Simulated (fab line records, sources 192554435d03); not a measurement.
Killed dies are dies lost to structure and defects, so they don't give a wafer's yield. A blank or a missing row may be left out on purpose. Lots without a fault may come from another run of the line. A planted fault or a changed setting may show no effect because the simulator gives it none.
Chamber matching | flow n5_finfet | N5_BEOL_M6_STRIP_19 on rie_diel-04: 4 sister chambers
The step strips in O2. 4 wafers are shown with their chamber, then 7 later ones without.

WAFERS WITH THEIR CHAMBER
wafer  | chamber | drypump_motor_current_A (A)
L078.6 | 2       | 5.5
L087.6 | 3       | 6.3
L085.1 | 0       | 4.8
L085.3 | 1       | 5.2

WAFERS WITHOUT THEIR CHAMBER
wafer  | drypump_motor_current_A (A)
L085.4 | 6.2
L094.2 | 4.8
L094.3 | 6.3
L094.5 | 5.3
L097.1 | 4.8
L097.4 | 6.3
L097.5 | 5.3

WHICH CHAMBER EACH WENT THROUGH
wafer  | from the rows above     | in truth
L085.4 | 3                       | 3
L094.2 | 0                       | 0
L094.3 | 3                       | 3
L094.5 | can't be placed: 1 or 2 | 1
L097.1 | 0                       | 0
L097.4 | 3                       | 3
L097.5 | can't be placed: 1 or 2 | 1
Placed correctly: 5 of 7. Can't be placed from these rows: 2 (the true chamber is among the candidates in 2). Placed wrongly: 0.
How it was worked out, from the rows above alone: a wafer's distance from a chamber is the root of the sum, over the readings, of the square of ((its reading less the chamber's mean) divided by the reading's scatter). The wafer belongs to the nearest chamber; if the next one is less than 2 further off, it can't be placed. A chamber's mean is the mean of its shown wafers. The scatter: with one shown wafer a chamber, the root of the mean of the squares of how far each hidden wafer lies from its nearest shown one.
